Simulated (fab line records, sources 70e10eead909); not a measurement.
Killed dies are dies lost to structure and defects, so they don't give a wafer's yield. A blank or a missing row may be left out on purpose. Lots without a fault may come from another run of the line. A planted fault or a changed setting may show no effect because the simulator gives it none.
Problem report in the 8D (eight disciplines) form, filled by code | flow nand_harc | the parts of the form that need people (team, actions taken, sign-off) are left out

1. THE PROBLEM
oes_product_au at NHARC_A_WL_FILL_ETCHBACK_05 reads a mean of 1.268 a.u. on 2 wafers of 1 lot; wafers without a fault read 1.007 a.u. with a standard deviation of 0.013. That is +20 standard deviations from the usual mean.
The step: etches the open film in Cl2/BCl3, target depth 22 nm, time 60 s.
First seen on wafer L327.2, day 17 11:32, on rie_metal-03. The record holds 38 wafers of 13 lots with a number at this step. Rule for "out", or "out of limits": more than 4 standard deviations from the usual mean. The other wafers with a number count as sound.

2. WHAT IT IS AND WHAT IT IS NOT
question                    | is                     | is not
which readings at this step | oes_product_au         | chamber_pressure_mTorr, drypump_motor_current_A
which lots                  | L327                   | L318, L319, L320, L321, L322, L323, L334, L337, L338, L339, L340, L341
which wafers of those lots  | all that have a number | -
read on which tools         | rie_metal-03           | rie_metal-01, rie_metal-02
when                        | from day 17 11:32      | up to then (18 sound wafers); but 18 sound wafers of L334, L337, L338, L339, L340, L341 came after

3. SUSPECTS, AND WHAT RULES EACH OUT
Counting: a tool at a process step up to the reading stays a suspect if it ran every lot that is out and no sound lot after the first of them.
- rie_diel-07 at NHARC_A_SLIT_ETCH_15 (etches the open film in O2/COS, target depth 3200 nm, time 832 s): ruled out as a lasting fault. Sound lots L337, L339 ran on it after its first lot that is out, L327 (day 17 11:32). NHARC_A_SLIT_ETCH_15 gives no start for some lots, so the hours and the order of its lots are those of NHARC_A_WL_FILL_ETCHBACK_05.
- rie_metal-03 at NHARC_A_WL_FILL_ETCHBACK_05 (etches the open film in Cl2/BCl3, target depth 22 nm, time 60 s): ruled out as a lasting fault. Sound lots L340 ran on it after its first lot that is out, L327 (day 17 11:32).
Left after counting: nothing in the record.

4. THE CAUSE (what the simulator had put in)
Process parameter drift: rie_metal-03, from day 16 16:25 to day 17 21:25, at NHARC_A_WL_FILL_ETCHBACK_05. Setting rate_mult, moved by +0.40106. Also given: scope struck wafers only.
Counting ruled it out, wrongly.

5. THE CHAIN OF EFFECTS, in route order
Each row: a reading whose mean over the struck wafers that have a number lies more than 3 standard deviations from the usual. Only readings for which the record gives a usual standard deviation are gone through. hours: the time from each lot's start at the first step in this table that gives one to its start at this step, as a median over the lots. sigmas: the change in usual standard deviations.
hours | step                        | reading        | usual      | on struck wafers | change | sigmas
0     | NHARC_A_WL_FILL_ETCHBACK_05 | oes_product_au | 1.007 a.u. | 1.268            | +0.261 | +20
The process steps in it:
- NHARC_A_WL_FILL_ETCHBACK_05: etches the open film in Cl2/BCl3, target depth 22 nm, time 60 s.

6. WHAT WOULD HAVE CAUGHT IT SOONER
In this record the first reading out of limits was taken at day 17 11:32, 19 hours after the fault began at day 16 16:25.
